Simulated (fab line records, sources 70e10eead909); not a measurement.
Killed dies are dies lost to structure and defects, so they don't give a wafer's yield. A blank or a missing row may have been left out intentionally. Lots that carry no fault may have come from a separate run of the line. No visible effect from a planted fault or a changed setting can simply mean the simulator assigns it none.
A struck lot beside a sound one | flow nand-harc | 20 steps out of a route of 1302
Sound: wafers L259.1, L259.2, L259.4. Struck: wafers L260.1, L260.2, L260.3. At the end, the cause is stated.
Each step with rows lists, per side, the tool, then ch with its chambers, then its first start. Under that, the readings that differ: sound wafers | struck wafers | difference of the means | sigmas: that difference in standard deviations of wafers without a fault.
alike: same words and numbers on both sides, and readings whose means sit less than 2 such deviations apart. not compared: any withheld reading, any reading some wafer has no value for, any bound like >300 that may hide the same value, and any number with overlapping values for which the record gives no deviation.
Wherever a step has rows on one side only, a row that says differs or no value, or a row with sigmas, the two part there. Numbers that have no deviation but don't overlap get no sigmas and don't part them. A reading that every wafer of one side lacks parts them only if that side has two wafers or more.

NHARC_P_CONTACT_CMP_24: polishes, t overpolish 30 s, target thk 200 nm.
  sound on cmp-01 ch 0,2,3, day 9 18:20; struck on cmp-01 ch 0,1,2, day 10 11:11
  alike: motor-current-A, overpolish-run-s, time-to-endpoint-s
following that, these wafers have no rows for 1 step: NHARC_P_CONTACT_SRD_26.
NHARC_P_CONTACT_INSPECT_27:
  struck on defect-inspect-02, day 10 11:34; sound on defect-inspect-02, day 9 18:44
  alike: raw-defect-count
then, 8 steps without rows for these wafers: NHARC_P_M0_DEP_00 (deposits SiOC, target thk 150 nm); NHARC_P_M0_DEHYDRATE_01 (time 120 s); NHARC_P_M0_HMDS_02 (time 30 s); NHARC_P_M0_COAT_33 (time 65 s); NHARC_P_M0_COAT_03 (resist thk 90 nm); NHARC_P_M0_SOFTBAKE_04 (time 55 s); NHARC_P_M0_EBR_05; NHARC_P_M0_EXPOSE_06 (exposes mask P M0, target cd 90 nm).
NHARC_P_M0_PEB_07: peb time 65 s.
  sound on litho-track-01 ch 0, day 9 19:34; struck on litho-track-06 ch 0, day 10 12:23
  reading                  | sound             | struck               | difference | sigmas
  heater-power-total-W (W) | 156.4 156.2 156.0 | 168.2 169.0 169.3    | +12.6      | +29
  plate-temp-C (C)         | 99.83 99.94 99.87 | 105.71 105.64 105.42 | +5.71      | +44
then, 1 step without rows for these wafers: NHARC_P_M0_DEVELOP_08 (develop time 35 s).
NHARC_P_M0_CD_MEAS_09 targets a cd of 90 nm.
  sound on cd-sem-02 ch 0, day 9 19:38; struck on cd-sem-02 ch 0, day 10 12:28
  reading    | sound          | struck            | difference | sigmas
  cd-nm (nm) | 90.4 89.9 90.4 | 107.9 108.0 108.8 | +18.0      | +32
NHARC_P_M0_OVL_MEAS_10: pitch 180 nm.
  struck on overlay-01, day 10 12:33; sound on overlay-02, day 9 19:44
  alike: overlay-x-nm, overlay-y-nm
NHARC_P_M0_INSPECT_11:
  struck on defect-inspect-02, day 10 12:35; sound on defect-inspect-02, day 9 19:46
  alike: raw-defect-count
NHARC_P_M0_DESCUM_14: chemistry O2, time 3 s.
  sound on rie-diel-05 ch 1,2,3, day 9 19:50; struck on rie-diel-10 ch 0,1,3, day 10 12:39
  reading                | sound             | struck            | difference | sigmas
  rf-hours-counter-h (h) | 54 48 54          | 23 25 24          | -28        |
  model.P_M0.cd-nm (nm)  | 90.32 89.94 90.57 | 108.1 108.1 108.3 | +17.9      |
  alike: drypump-motor-current-A, oes-product-au, rf-vpp-V, showerhead-plenum-p-Torr, throttle-valve-pct
NHARC_P_M0_ETCH_34: etches the open film in N2/H2, target depth 40 nm, overetch 12 nm, time 43.94 s.
  sound on rie-diel-05 ch 0,2,3, day 9 19:55; struck on rie-diel-10 ch 0,1,2, day 10 12:44
  reading                | sound    | struck   | difference | sigmas
  rf-hours-counter-h (h) | 48 53 54 | 24 25 18 | -29        |
  alike: drypump-motor-current-A, oes-product-au, rf-vpp-V, showerhead-plenum-p-Torr, throttle-valve-pct
NHARC_P_M0_ETCH_15: etches the open film in C4F8/Ar, target depth 150 nm, overetch 15 nm, time 82.5 s.
  sound on rie-diel-05 ch 1,2,3; struck on rie-diel-10 ch 0,1,3
  reading                | sound            | struck            | difference | sigmas
  rf-hours-counter-h (h) | 48 54 54         | 23 24 25          | -28        |
  model.P_M0.cd-nm (nm)  | 90.18 89.56 90.6 | 107.9 107.6 108.1 | +17.8      |
  alike: oes-product-au, rf-vpp-V
NHARC_P_M0_CD_MEAS_16:
  struck on cd-sem-03, day 10 12:56; sound on cd-sem-03, day 9 20:08
  reading    | sound          | struck            | difference | sigmas
  cd-nm (nm) | 90.5 89.3 90.5 | 107.9 107.6 108.1 | +17.8      | +25

== WHERE THEY PART ==
First at NHARC_P_M0_PEB_07; last, within this record, at NHARC_P_M0_CD_MEAS_16.

WHY: whatever the simulator had introduced
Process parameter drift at NHARC_P_M0_PEB_07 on litho-track-06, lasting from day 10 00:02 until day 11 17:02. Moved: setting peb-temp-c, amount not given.
